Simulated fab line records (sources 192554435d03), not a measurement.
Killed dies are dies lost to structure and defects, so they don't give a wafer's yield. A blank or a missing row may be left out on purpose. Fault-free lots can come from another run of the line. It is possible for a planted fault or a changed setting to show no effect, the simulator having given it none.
Matching of chambers / flow n5 finfet / N5_BEOL_M11_ILD_DEP_00 on pecvd-01 has 3 sister chambers
The step deposits SiCOH lowk from DEMS/porogen, target thk 308.51 nm, time 58 s. 14 wafers are shown with their chamber, then 7 later ones without.

EACH WAFER AND ITS CHAMBER
wafer=L078.2; chamber=1; showerhead vpp V (V)=1411; heater power w (W)=392; throttle valve pct (%)=14.8
wafer=L078.3; chamber=0; showerhead vpp V (V)=1362; heater power w (W)=299; throttle valve pct (%)=14.4
wafer=L078.4; chamber=0; showerhead vpp V (V)=1351; heater power w (W)=303; throttle valve pct (%)=14.3
wafer=L081.3; chamber=1; showerhead vpp V (V)=1420; heater power w (W)=378; throttle valve pct (%)=14.6
wafer=L081.4; chamber=1; showerhead vpp V (V)=1432; heater power w (W)=386; throttle valve pct (%)=14.5
wafer=L081.6; chamber=2; showerhead vpp V (V)=1358; heater power w (W)=368; throttle valve pct (%)=14.2
wafer=L085.2; chamber=0; showerhead vpp V (V)=1362; heater power w (W)=279; throttle valve pct (%)=14.2
wafer=L085.3; chamber=1; showerhead vpp V (V)=1406; heater power w (W)=408; throttle valve pct (%)=14.6
wafer=L085.4; chamber=1; showerhead vpp V (V)=1412; heater power w (W)=415; throttle valve pct (%)=14.6
wafer=L089.1; chamber=0; showerhead vpp V (V)=1352; heater power w (W)=284; throttle valve pct (%)=14.5
wafer=L089.2; chamber=1; showerhead vpp V (V)=1414; heater power w (W)=345; throttle valve pct (%)=14.7
wafer=L089.3; chamber=2; showerhead vpp V (V)=1362; heater power w (W)=368; throttle valve pct (%)=14.2
wafer=L090.2; chamber=1; showerhead vpp V (V)=1427; heater power w (W)=425; throttle valve pct (%)=14.8
wafer=L090.3; chamber=2; showerhead vpp V (V)=1358; heater power w (W)=360; throttle valve pct (%)=14.0

SIGNATURES, as means of the wafers listed above
reading=showerhead vpp V; chamber 0=1356.75; chamber 1=1417.43; chamber 2=1359.33; scatter within a chamber=7.66
reading=heater power w; chamber 0=291.25; chamber 1=392.71; chamber 2=365.33; scatter within a chamber=20.8
reading=throttle valve pct; chamber 0=14.350; chamber 1=14.657; chamber 2=14.133; scatter within a chamber=0.118
Rule: for a wafer and a chamber, the distance is found by dividing, reading by reading, the gap between the wafer's reading and the chamber's mean by the reading's scatter, squaring, summing and taking the root. If the next closest chamber is less than 2 further off than the closest, the wafer can't be placed; otherwise it belongs to the closest. How the scatter is found: for the shown wafers, subtract from each reading the mean of its chamber, square and add these, divide the total by (wafers less chambers), then take the root.

WAFERS MISSING THEIR CHAMBER
wafer=L090.4; showerhead vpp V (V)=1361; heater power w (W)=291; throttle valve pct (%)=14.4
wafer=L095.1; showerhead vpp V (V)=1351; heater power w (W)=330; throttle valve pct (%)=14.4
wafer=L095.3; showerhead vpp V (V)=1397; heater power w (W)=412; throttle valve pct (%)=14.8
wafer=L095.5; showerhead vpp V (V)=1348; heater power w (W)=364; throttle valve pct (%)=14.5
wafer=L096.1; showerhead vpp V (V)=1364; heater power w (W)=350; throttle valve pct (%)=14.2
wafer=L096.3; showerhead vpp V (V)=1334; heater power w (W)=314; throttle valve pct (%)=14.3
wafer=L096.5; showerhead vpp V (V)=1428; heater power w (W)=421; throttle valve pct (%)=15.1

CHAMBER TAKEN BY EACH
wafer=L090.4; from the rows above=0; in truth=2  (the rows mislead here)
wafer=L095.1; from the rows above=can't be placed: 0 or 2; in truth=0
wafer=L095.3; from the rows above=1; in truth=1
wafer=L095.5; from the rows above=can't be placed: 2 or 0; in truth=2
wafer=L096.1; from the rows above=2; in truth=2
wafer=L096.3; from the rows above=can't be placed: 0 or 2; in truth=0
wafer=L096.5; from the rows above=1; in truth=1
Placed correctly: 3 of 7. Not placeable from these rows: 3 (in 3, the candidates include the true chamber). Number placed wrongly: 1.
